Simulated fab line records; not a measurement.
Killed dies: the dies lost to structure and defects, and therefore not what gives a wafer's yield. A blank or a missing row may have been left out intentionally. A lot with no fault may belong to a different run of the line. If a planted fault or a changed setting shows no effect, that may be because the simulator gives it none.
fab line records	flow nand-harc
[record] lots = 5	wafers = 15	last-day = 24
route steps=1159 shown A_CHANNEL_HOLE_D1@450 END@1158
lots with no fault: from the same line, run without faults
start-h: the number of hours between the record's first day and the start of the first shown wafer of the lot	wait-h: how many hours have passed since the lot's step before this one	" unchanged from the row above	L1.1+2: a row that stands for several wafers	- no value, or no start was given	* or withheld: withheld	< > ~ a bound
route shown NAME@n: a module of which the file shows steps, and the number in the route of the first	usual: mean/standard deviation of fault-free wafers	same: alike in all rows	chamber/n: place in a boat	sites: the reading at each site	_std_site: their standard deviation	_edge_site: outer sites' mean less inner sites'	radius-mm: for every site, how far away it sits from the centre of the wafer	mask NAME#n: copy n	behind: the last tool/chamber to shape the wafer	hold: what put the lot on hold/how long, in hours/how the hold closed	device: transistor that didn't switch, given as n, p or np	end of line: tests run on the same wafers once the route is complete	for a step that has no rows: nothing shown but its recipe	killed: not the wafer's yield, but the dies lost to structure and defects at the first sort	map: per-die view of a wafer (x killed, . not killed, _ where there is no die)
set.NAME: setting as actually run; set.NAME@STEP: the setting as run at that earlier step	model.NAME: the simulator's own value behind a step, which no gauge read
lots seen at some steps along the route; tables by step, rows by wafer
services: a tool's chamber out of use, with start hour (start-h, from the record's first day; less than 0 if before it), hours out, and reason
[[steps]]
[step NHARC_A_CHANNEL_HOLE_D1_DEP_00]
[recipe] target-thk-a = 31000	temp-c = 400	material = aC
[step NHARC_A_CHANNEL_HOLE_D1_DEP_01]
[recipe] target-thk-a = 1400	target-thk-nm = 140	temp-c = 400	pressure-torr = 3.5	flow-sccm = 200	rf-w = 350	material = SiON
[step NHARC_A_CHANNEL_HOLE_D1_DEHYDRATE_02]
[recipe] temp-c = 150	time-s = 120
[step NHARC_A_CHANNEL_HOLE_D1_HMDS_03]
[recipe] time-s = 30
[step NHARC_A_CHANNEL_HOLE_D1_COAT_36]
[recipe] temp-c = 260	time-s = 75
[step NHARC_A_CHANNEL_HOLE_D1_COAT_37]
[recipe] temp-c = 225	time-s = 65
[step NHARC_A_CHANNEL_HOLE_D1_COAT_04]
[recipe] spin-rpm = 1500	resist-thk-nm = 90
[step NHARC_A_CHANNEL_HOLE_D1_SOFTBAKE_05]
[recipe] temp-c = 105	time-s = 55
[step NHARC_A_CHANNEL_HOLE_D1_EBR_06]
[step NHARC_A_CHANNEL_HOLE_D1_EXPOSE_07]
[recipe] na = 1.35	target-cd-nm = 100	sigma-outer = 0.3	dose-mj = 59.65	mask-id = HOLE_D1
[step NHARC_A_CHANNEL_HOLE_D1_PEB_08]
[recipe] peb-temp-c = 100	peb-time-s = 65
[usual] exhaust-pa = 45.0/0.89
lot.wafer	tool	chamber	start-h	wait-h	exhaust-pa
L866.1	litho-track-06	0	205.59	0.1	44.0
L866.2	"	0	"	"	45.6
L866.3	"	0	"	"	45.9
L875.2	litho-track-06	0	269.16	0.1	44.4
L875.3	"	0	"	"	46.1
L875.4	"	0	"	"	45.9
L879.2	litho-track-06	0	282.60	0.1	45.8
L879.4	"	0	"	"	45.4
L879.6	"	0	"	"	45.9
L884.4	litho-track-01	0	302.08	0.0	43.5
L884.5	"	0	"	"	45.5
L884.6	"	0	"	"	44.9
L883.1	litho-track-06	0	303.12	0.1	45.6
L883.3	"	0	"	"	44.6
L883.6	"	0	"	"	44.6
[step NHARC_A_CHANNEL_HOLE_D1_DEVELOP_09]
[recipe] develop-time-s = 35	dev-temp-c = 23
[step NHARC_A_CHANNEL_HOLE_D1_CD_MEAS_10]
[recipe] target-cd-nm = 100	landing-energy-ev = 500
[usual] cd-nm = 99.9/0.59
lot.wafer	tool	chamber	start-h	wait-h	cd-nm
L866.1	cd-sem-01	0	205.67	-	100.1
L866.2	"	0	"	"	100.4
L866.3	"	0	"	"	100.1
L875.2	cd-sem-01	0	269.24	-	100.9
L875.3	"	0	"	"	100.6
L875.4	"	0	"	"	107.7
L879.2	cd-sem-01	0	282.68	-	101.2
L879.4	"	0	"	"	106.5
L879.6	"	0	"	"	100.3
L884.4	cd-sem-01	0	302.16	-	99.3
L884.5	"	0	"	"	99.3
L884.6	"	0	"	"	99.4
L883.1	cd-sem-01	0	303.20	-	106.6
L883.3	"	0	"	"	99.8
L883.6	"	0	"	"	100.0
[step NHARC_A_CHANNEL_HOLE_D1_DESCUM_15]
[recipe] time-s = 3	o2-flow-sccm = 200	ar-flow-sccm = 0	bias-power-w = 0	chemistry = O2
[usual] drypump-motor-current-A = 5.8/0.6	oes-product-au = 0.998/0.011	rf-vpp-V = 57.8/0.93	showerhead-plenum-p-Torr = 1.90/0.071	throttle-valve-pct = 11.311/0.01
lot.wafer	tool	chamber	start-h	wait-h	drypump-motor-current-A	oes-product-au	rf-hours-counter-h	rf-vpp-V	showerhead-plenum-p-Torr	throttle-valve-pct	model.A_CHANNEL_HOLE_D1.cd-nm
L866.2	rie-diel-06	1	205.87	0.1	6.2	1.005	10	58.4	1.99	11.314	100.1
L866.1	"	2	"	"	4.8	0.999	8	57.7	1.86	11.320	99.8
L866.3	"	3	"	"	5.6	1.002	8	59.5	1.96	11.319	99.81
L875.4	rie-diel-05	0	269.43	0.1	6.1	1.012	7	58.4	1.94	11.300	107.6
L875.3	"	2	"	"	4.6	1.020	5	57.2	2.07	11.306	101.1
L875.2	"	3	"	"	6.5	0.988	6	57.8	1.92	11.304	100.8
L879.2	rie-diel-06	2	282.86	0.1	4.8	0.988	2	56.1	1.86	11.294	100.6
L879.4	"	1	"	"	6.2	0.989	1	59.5	1.99	11.333	106.3
L879.6	"	2	"	"	4.8	0.992	-	58.2	1.86	11.326	100.2
L884.4	rie-diel-05	3	302.34	0.1	6.5	0.992	8	57.8	1.92	11.290	99.42
L884.5	"	3	"	"	6.5	0.985	-	57.3	1.92	11.307	99.52
L884.6	"	0	"	"	6.1	1.017	-	58.0	1.94	11.315	99.73
L883.1	rie-diel-06	1	303.40	0.1	6.2	0.987	3	58.3	1.99	11.305	106.2
L883.3	"	2	"	"	4.8	0.991	3	58.3	1.86	11.305	99.38
L883.6	"	1	"	"	6.2	1.003	-	59.3	1.99	11.291	100.3
[step NHARC_A_CHANNEL_HOLE_D1_ETCH_38]
[recipe] target-depth-a = 390	over-etch-frac = 0.3	time-s = 65	ion-energy-ev = 80	cf4-flow-sccm = 150	ar-flow-sccm = 0	rf-w = 300	bias-w = 100	chemistry = CF4
[step NHARC_A_CHANNEL_HOLE_D1_ETCH_39]
[recipe] target-depth-a = 2600	over-etch-frac = 0.3	time-s = 325	ion-energy-ev = 200	n2-flow-sccm = 150	h2-flow-sccm = 150	ar-flow-sccm = 0	rf-w = 400	bias-w = 150	chemistry = N2/H2
[step NHARC_A_CHANNEL_HOLE_D1_ETCH_34]
[recipe] target-depth-a = 1540	time-s = 77	cf4-flow-sccm = 100	chf3-flow-sccm = 30	ar-flow-sccm = 0	rf-w = 500	bias-w = 200	chemistry = CF4/CHF3
[step NHARC_A_CHANNEL_HOLE_D1_ETCH_16]
[recipe] target-depth-a = 31000	over-etch-frac = 0.3	time-s = 806	ion-energy-ev = 150	o2-flow-sccm = 400	cos-flow-sccm = 20	ar-flow-sccm = 0	rf-w = 500	bias-w = 300	chemistry = O2/COS
[step NHARC_A_CHANNEL_HOLE_D1_CD_MEAS_18]
[usual] cd-nm = 99.8/2.1
lot.wafer	tool	chamber	start-h	wait-h	cd-nm
L866.1	cd-sem-01	-	206.97	-	97.7
L866.2	"	-	"	"	100.8
L866.3	"	-	"	"	100.1
L875.2	cd-sem-02	-	270.54	-	100.4
L875.3	"	-	"	"	101.5
L875.4	"	-	"	"	108.4
L879.2	cd-sem-03	-	283.99	-	98.6
L879.4	"	-	"	"	104.7
L879.6	"	-	"	"	99.9
L884.4	cd-sem-01	-	303.46	-	99.3
L884.5	"	-	"	"	100.4
L884.6	"	-	"	"	100.6
L883.1	cd-sem-01	-	304.51	-	104.4
L883.3	"	-	"	"	98.8
L883.6	"	-	"	"	97.9
[step NHARC_A_CHANNEL_HOLE_D1_ETCH_19]
[recipe] bias-v = 1200	source-w = 2500	pressure-mtorr = 15	time-s = 34.5	ar-flow-sccm = 375	c4f8-flow-sccm = 28.8	o2-flow-sccm = 96.2	temp-c = -20	target-depth-a = *	chemistry = C4F8/O2/Ar
[step NHARC_A_CHANNEL_HOLE_D1_ETCH_20]
[recipe] bias-v = 3000	source-w = withheld	pressure-mtorr = 20	time-s = 361.9	ar-flow-sccm = 375	c4f8-flow-sccm = 89.3	o2-flow-sccm = 35.7	temp-c = -20	target-depth-a = 16000	chemistry = C4F8/O2/Ar
[step NHARC_A_CHANNEL_HOLE_D1_ETCH_21]
[recipe] bias-v = 3000	source-w = withheld	pressure-mtorr = 20	time-s = 514.3	ar-flow-sccm = 375	c4f8-flow-sccm = 89.3	o2-flow-sccm = 35.7	temp-c = -20	target-depth-a = 16000	chemistry = C4F8/O2/Ar
[step NHARC_A_CHANNEL_HOLE_D1_ETCH_22]
[recipe] bias-v = 3000	source-w = withheld	pressure-mtorr = 20	time-s = 666.7	ar-flow-sccm = 375	c4f8-flow-sccm = 89.3	o2-flow-sccm = 35.7	temp-c = -20	target-depth-a = 16000	chemistry = C4F8/O2/Ar
[step NHARC_A_CHANNEL_HOLE_D1_ETCH_23]
[recipe] bias-v = 5000	source-w = withheld	pressure-mtorr = 20	time-s = 819	ar-flow-sccm = 375	c4f8-flow-sccm = 89.3	o2-flow-sccm = 35.7	temp-c = -20	target-depth-a = 16000	chemistry = C4F8/O2/Ar
[step NHARC_A_CHANNEL_HOLE_D1_ETCH_24]
[recipe] bias-v = 5000	source-w = withheld	pressure-mtorr = 20	time-s = 906.2	ar-flow-sccm = 375	c4f8-flow-sccm = 93.8	o2-flow-sccm = 31.2	temp-c = -20	target-depth-a = 15000	chemistry = C4F8/O2/Ar
[step NHARC_A_CHANNEL_HOLE_D1_ETCH_25]
[recipe] bias-v = 5000	source-w = withheld	pressure-mtorr = 20	time-s = 1040.2	ar-flow-sccm = 375	c4f8-flow-sccm = 93.8	o2-flow-sccm = 31.2	temp-c = -20	target-depth-a = 15000	chemistry = C4F8/O2/Ar
[step NHARC_A_CHANNEL_HOLE_D1_ETCH_26]
[recipe] bias-v = 300	source-w = 2000	pressure-mtorr = 30	time-s = 224.1	ar-flow-sccm = 375	c4f8-flow-sccm = 11.4	o2-flow-sccm = 113.6	temp-c = -20	target-depth-a = 3000	chemistry = C4F8/O2/Ar
[step NHARC_A_CHANNEL_HOLE_D1_ETCH_33]
[recipe] bias-v = 400	source-w = 2000	pressure-mtorr = 25	time-s = 90	ar-flow-sccm = 375	c4f8-flow-sccm = 41.7	o2-flow-sccm = 83.3	temp-c = -20	target-depth-a = 4000	chemistry = C4F8/O2/Ar
[step NHARC_A_CHANNEL_HOLE_D1_STRIP_41]
[recipe] n2-flow-sccm = 150	h2-flow-sccm = 150	ar-flow-sccm = 0	bias-w = 0	chemistry = N2/H2
[step NHARC_A_CHANNEL_HOLE_D1_STRIP_42]
[recipe] cf4-flow-sccm = 100	chf3-flow-sccm = 30	ar-flow-sccm = 0	bias-w = 0	chemistry = CF4/CHF3
[step NHARC_A_CHANNEL_HOLE_D1_STRIP_43]
[recipe] o2-flow-sccm = 400	cos-flow-sccm = 20	ar-flow-sccm = 0	bias-w = 0	chemistry = O2/COS
[step NHARC_A_CHANNEL_HOLE_D1_ETCH_44]
[recipe] target-depth-a = 1400	overetch-a = 140	time-s = 77	ion-energy-ev = 100	cf4-flow-sccm = 80	o2-flow-sccm = 20	ar-flow-sccm = 0	rf-w = 300	bias-w = 100	chemistry = CF4/O2
[usual] drypump-motor-current-A = 5.8/0.63	oes_o_777_au = 1.000/0.0044	oes-product-au = 0.997/0.011	rf-vpp-V = 197.6/1.3	showerhead-plenum-p-Torr = 1.33/0.049	throttle-valve-pct = 13.398/0.0085
lot.wafer	tool	chamber	start-h	wait-h	drypump-motor-current-A	oes_o_777_au	oes-product-au	rf-hours-counter-h	rf-vpp-V	showerhead-plenum-p-Torr	throttle-valve-pct	model.A_CHANNEL_HOLE_D1.cd-nm
L866.2	rie-diel-05	3	212.10	0.4	6.5	1.005	1.004	2	196.6	1.34	13.391	91.14
L866.1	"	0	"	"	6.1	1.001	1.016	3	197.8	1.35	13.413	90.41
L866.3	"	1	"	"	6.7	0.998	0.990	3	197.1	1.34	13.392	88.42
L875.3	rie-diel-05	3	277.84	0.0	6.5	1.001	0.984	6	198.0	1.34	13.405	90.15
L875.2	"	1	"	"	6.7	1.003	0.987	8	198.5	1.34	13.399	89.9
L875.4	"	2	"	"	4.7	0.992	1.016	5	199.6	1.44	13.395	96.43
L879.4	rie-diel-12	3	289.29	0.1	5.2	0.996	1.009	6	197.3	1.33	13.396	96.17
L879.2	"	0	"	"	6.1	1.001	0.992	7	197.1	1.29	13.401	89.22
L879.6	"	2	"	"	5.2	0.998	0.994	-	194.9	1.25	13.390	88.33
L884.4	rie-diel-06	3	308.28	0.1	5.6	1.002	1.010	3	199.7	1.36	13.399	87.81
L884.6	"	0	"	"	6.3	1.004	1.007	-	197.7	1.32	13.404	89.98
L884.5	"	1	"	"	6.2	1.010	0.996	-	199.0	1.39	13.405	88.54
L883.3	rie-diel-05	3	309.36	0.1	6.5	1.003	0.999	8	198.0	1.34	13.395	90.46
L883.1	"	1	"	"	6.8	1.006	0.987	10	196.8	1.34	13.389	94.53
L883.6	"	1	"	"	6.7	0.998	0.981	-	197.2	1.34	13.393	88.03
[step NHARC_A_CHANNEL_HOLE_D1_STRIP_27]
[recipe] o2-flow-sccm = 500	ar-flow-sccm = 0	bias-w = 0	chemistry = O2
[step NHARC_A_CHANNEL_HOLE_D1_PRECLEAN_28]
[recipe] time-s = *	temp-c = 50	bath-age-min = 0	chemistry = SC1
[step NHARC_A_CHANNEL_HOLE_D1_SRD_29]
[step NHARC_A_CHANNEL_HOLE_D1_CD_MEAS_30]
[usual] cd-nm = 89.8/1.4
lot.wafer	tool	chamber	start-h	wait-h	cd-nm
L866.1	cd-sem-02	-	212.91	-	90.6
L866.2	"	-	"	"	91.9
L866.3	"	-	"	"	89.1
L875.2	cd-sem-03	-	278.64	-	90.9
L875.3	"	-	"	"	90.6
L875.4	"	-	"	"	96.1
L879.2	cd-sem-02	-	290.19	-	89.0
L879.4	"	-	"	"	95.9
L879.6	"	-	"	"	88.4
L884.4	cd-sem-01	-	309.07	-	87.1
L884.5	"	-	"	"	88.1
L884.6	"	-	"	"	89.5
L883.1	cd-sem-01	-	310.28	-	95.1
L883.3	"	-	"	"	91.2
L883.6	"	-	"	"	87.0
[step NHARC_A_CHANNEL_HOLE_D1_XSEM_31]
[recipe] landing-energy-ev = 35000
[usual] bot-cd-nm = 74.2/1.6	bow-nm = 8.60/0.28	tilt-deg = 0.08/0.04
lot.wafer	tool	chamber	start-h	wait-h	bot-cd-nm	bow-nm	tilt-deg
L866.1	xsem-01	0	213.01	0.1	74.8	8.13	0.11
L866.2	"	0	"	"	76.4	8.20	0.11
L866.3	"	0	"	"	74.1	8.19	0.11
L875.2	xsem-01	0	278.73	0.1	74.7	9.19	0.08
L875.3	"	0	"	"	74.5	9.22	0.08
L875.4	"	0	"	"	80.1	9.17	0.07
L879.2	xsem-02	0	290.28	0.1	73.4	8.38	0.06
L879.4	"	0	"	"	80.7	8.38	0.06
L879.6	"	0	"	"	73.0	8.41	0.06
L884.4	xsem-01	0	309.17	0.1	71.1	8.81	0.08
L884.5	"	0	"	"	72.5	8.80	0.08
L884.6	"	0	"	"	73.6	8.82	0.08
L883.1	xsem-01	0	310.37	0.1	78.4	8.94	0.09
L883.3	"	0	"	"	75.4	8.90	0.09
L883.6	"	0	"	"	71.6	8.85	0.09
[step NHARC_END_WLT_00]
[usual] VT_DECK1_BOTTOM = 0.873/0.0077	VT_DECK1_BOTTOM_INNER = 0.874/0.0074	VT_DECK1_MEDIAN_NEAR_BOTTOM = 0.875/0.0079	VT_DECK1_MEDIAN_NEAR_BOTTOM_INNER = 0.874/0.0073	VT_DECK1_MIDDLE = 0.887/0.0069	VT_DECK1_MIDDLE_INNER = 0.887/0.007	VT_DECK1_TOP = 0.899/0.0067	VT_DECK1_TOP_INNER = 0.899/0.0068
lot.wafer	tool	chamber	start-h	wait-h	VT_DECK1_BOTTOM	VT_DECK1_BOTTOM_INNER	VT_DECK1_MEDIAN_NEAR_BOTTOM	VT_DECK1_MEDIAN_NEAR_BOTTOM_INNER	VT_DECK1_MIDDLE	VT_DECK1_MIDDLE_INNER	VT_DECK1_TOP	VT_DECK1_TOP_INNER
L866.1	prober-01	-	479.35	14.6	0.881	0.876	0.879	0.878	0.888	0.885	0.895	0.902
L866.2	"	-	"	"	0.879	0.880	0.881	0.872	0.890	0.894	0.903	0.906
L866.3	"	-	"	"	0.874	0.884	0.868	0.872	0.889	0.885	0.895	0.900
L875.2	prober-01	-	543.56	0.5	0.875	0.886	0.882	0.887	0.895	0.900	0.917	0.908
L875.3	"	-	"	"	0.877	0.883	0.882	0.884	0.888	0.901	0.901	0.902
L875.4	"	-	"	"	0.902	0.900	0.900	0.899	0.906	0.911	0.933	0.917
L879.2	prober-02	-	551.30	8.3	0.863	0.872	0.880	0.879	0.890	0.881	0.908	0.894
L879.4	"	-	552.31	9.3	0.895	0.893	0.898	0.884	0.909	0.906	0.909	0.917
L879.6	"	-	553.32	10.3	0.863	0.870	0.870	0.866	0.891	0.890	0.904	0.901
L883.1	prober-02	-	566.33	2.1	0.882	0.883	0.883	0.885	0.900	0.898	0.909	0.900
L883.3	"	-	567.33	3.1	0.880	0.874	0.875	0.875	0.888	0.884	0.893	0.900
L883.6	"	-	568.83	4.6	0.862	0.866	0.871	0.870	0.878	0.886	0.897	0.891
L884.4	prober-01	-	570.05	1.5	0.873	0.866	0.866	0.869	0.889	0.881	0.901	0.909
L884.5	"	-	"	"	0.880	0.878	0.880	0.874	0.887	0.889	0.892	0.906
L884.6	"	-	"	"	0.871	0.871	0.875	0.876	0.883	0.890	0.900	0.898
[step NHARC_END_SORT_01]
[recipe] temp-c = 25
[usual] killed-at-array = 27/8.8	killed-at-other = 0.4/0.82	killed-at-periphery = 3.1/2.1	killed-dies = 31/8.8	killed-open = 3.3/2	killed-short = 2.0/1.4
[same] gross-dies = 677
lot.wafer	tool	chamber	start-h	wait-h	killed-at-array	killed-at-other	killed-at-periphery	killed-dies	killed-open	killed-short
L875.2	prober-01	0	546.86	2.8	26	1	2	29	3	2
L875.3	prober-01	0	547.67	3.1	37	0	2	39	3	2
L875.4	prober-01	0	548.48	3.4	38	0	2	40	3	2
L879.2	prober-02	0	554.61	2.8	21	2	9	32	3	1
L879.4	prober-02	0	556.19	3.4	20	2	8	30	2	3
L879.6	prober-02	0	557.77	3.9	26	0	5	31	5	1
L883.1	prober-02	0	569.33	2.5	45	0	3	48	1	3
L883.3	prober-02	0	570.91	3.1	48	0	2	50	4	1
L883.6	prober-02	0	573.27	3.9	56	0	1	57	7	0
// killed by level:class
L875.2 A_SLIT:chamber-film-flake=10 A_CHANNEL_HOLE_D1:chamber-film-flake=8 A_CONTACT:chamber-film-flake=3 A_CONTACT:geometric-particle:open=2 A_ONON_D1:geometric-particle:short=1 A_SGD_CUT:geometric-particle:open=1 A_SGD_CUT:geometric-particle:short=1 P_STI:chamber-film-flake=1
L875.3 A_SLIT:chamber-film-flake=12 A_CONTACT:chamber-film-flake=9 A_CHANNEL_HOLE_D1:chamber-film-flake=7 A_ZERO_WELL:chamber-film-flake=4 A_STAIRCASE:chamber-film-flake=2 P_GATE:geometric-particle:open=1 P_CONTACT:geometric-particle:open=1 A_ONON_D1:geometric-particle:open=1
L875.4 A_SLIT:chamber-film-flake=16 A_CHANNEL_HOLE_D1:chamber-film-flake=6 A_CONTACT:chamber-film-flake=6 A_ZERO_WELL:chamber-film-flake=3 A_CONTACT:geometric-particle:open=2 A_SOURCE_PLATE:geometric-particle:open=1 A_SGD_CUT:geometric-particle:short=1 A_WL_FILL:geometric-particle:short=1
L879.2 A_CHANNEL_HOLE_D1:chamber-film-flake=18 P_STI:chamber-film-flake=4 P_CONTACT:geometric-particle:open=2 P_M0:chamber-film-flake=2 THIN_TSV:chamber-film-flake=2 A_SOURCE_PLATE:geometric-particle:short=1 A_M0:geometric-particle:open=1 P_GATE:chamber-film-flake=1
L879.4 A_CHANNEL_HOLE_D1:chamber-film-flake=16 P_STI:chamber-film-flake=4 A_CHANNEL_FILL_D1:geometric-particle:short=2 P_M0:chamber-film-flake=2 THIN_TSV:chamber-film-flake=2 P_M0:geometric-particle:open=1 A_ONON_D1:geometric-particle:open=1 A_CONTACT:geometric-particle:short=1
L879.6 A_CHANNEL_HOLE_D1:chamber-film-flake=20 A_CONTACT:geometric-particle:open=2 P_STI:chamber-film-flake=2 P_M0:chamber-film-flake=2 P_M0:geometric-particle:open=1 A_ONON_D1:geometric-particle:short=1 A_ONON_D1:geometric-particle:open=1 A_M0:geometric-particle:open=1
L883.1 A_CHANNEL_HOLE_D1:chamber-film-flake=19 A_SLIT:chamber-film-flake=13 A_CONTACT:chamber-film-flake=5 A_WL_FILL:chamber-film-flake=3 A_BLC:chamber-film-flake=2 P_CONTACT:geometric-particle:short=1 P_CONTACT:geometric-particle:open=1 A_ONON_D1:geometric-particle:short=1
L883.3 A_CHANNEL_HOLE_D1:chamber-film-flake=17 A_SLIT:chamber-film-flake=15 A_CONTACT:chamber-film-flake=5 A_CHANNEL_FILL_D1:chamber-film-flake=2 A_STAIRCASE:chamber-film-flake=2 P_CONTACT:geometric-particle:open=1 A_SOURCE_PLATE:geometric-particle:open=1 A_ONON_D1:geometric-particle:short=1
L883.6 A_CHANNEL_HOLE_D1:chamber-film-flake=25 A_SLIT:chamber-film-flake=14 A_CONTACT:chamber-film-flake=5 A_CONTACT:geometric-particle:open=4 A_WL_FILL:chamber-film-flake=3 A_SOURCE_PLATE:geometric-particle:open=1 A_BLC:geometric-particle:open=1 A_M0:geometric-particle:open=1
[[services]]
tool	chamber	start-h	hours	kind
rie-diel-12	-	202.56	9.0	pm
rie-diel-05	0	203.44	-	clean
rie-diel-05	1	203.44	-	clean
rie-diel-05	2	203.44	-	clean
rie-diel-05	3	203.44	-	clean
rie-diel-05	0	227.94	-	clean
rie-diel-05	1	227.94	-	clean
rie-diel-05	2	227.94	-	clean
rie-diel-05	3	227.94	-	clean
rie-diel-12	1	239.65	10.6	repair
rie-diel-06	-	241.49	9.0	pm
rie-diel-12	3	241.92	3.9	repair
rie-diel-05	2	246.10	8.9	repair
rie-diel-05	0	252.44	-	clean
rie-diel-05	1	252.44	-	clean
rie-diel-05	3	252.44	-	clean
rie-diel-12	-	259.94	0.2	repair
litho-track-01	-	268.00	7.0	pm
rie-diel-05	0	276.94	-	clean
litho-track-06	-	292.00	7.0	pm
rie-diel-12	0	293.46	11.1	repair
rie-diel-05	3	294.07	3.3	repair
xsem-02	-	302.00	14.0	pm
rie-diel-05	2	308.34	3.2	repair
[[key]]
[first-sign] step = NHARC_A_CHANNEL_HOLE_D1_CD_MEAS_10	reading = cd-nm	direction = up	sigmas = 12	usual = 99.9	struck = 106.9
[effect] step = NHARC_A_CHANNEL_HOLE_D1_CD_MEAS_18	reading = cd-nm	direction = up	sigmas = 2.9	usual = 99.8	struck = 105.8
[effect] step = NHARC_A_CHANNEL_HOLE_D1_CD_MEAS_30	reading = cd-nm	direction = up	sigmas = 4.3	usual = 89.8	struck = 95.7
[effect] step = NHARC_A_CHANNEL_HOLE_D1_XSEM_31	reading = bot-cd-nm	direction = up	sigmas = 3.5	usual = 74.2	struck = 79.7
[effect] step = NHARC_END_WLT_00	reading = VT_DECK1_MIDDLE	direction = up	sigmas = 2.6	usual = 0.887	struck = 0.905
[model-effect] step = NHARC_A_CHANNEL_HOLE_D1_DESCUM_15	value = A_CHANNEL_HOLE_D1.cd-nm	without = 100.6	struck = 106.7
[model-effect] step = NHARC_A_CHANNEL_HOLE_D1_ETCH_44	value = A_CHANNEL_HOLE_D1.cd-nm	without = 89.57	struck = 95.71
met-at NHARC_A_CHANNEL_HOLE_D1_PEB_08
struck-wafers L875.4,L879.4,L883.1
tester-left-out L875,L879,L883
onset-between 205.59 269.16
[fault] kind = process-parameter-drift	tool = litho-track-06	chamber = -	onset-h = 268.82	steps = NHARC_A_CHANNEL_HOLE_D1_PEB_08	channel = peb-time-s	offset = *	shape = step	end-h = 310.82	scope = struck-wafers-only	acts-in = *	stated = *
// tester-left-out: of these lots the tester's yield and bins aren't shown, on N5 and GAA mostly nor the transistor test; their killed dies are dies lost to structure and defects alone, not to doping, threshold or leakage, so they don't give the yield
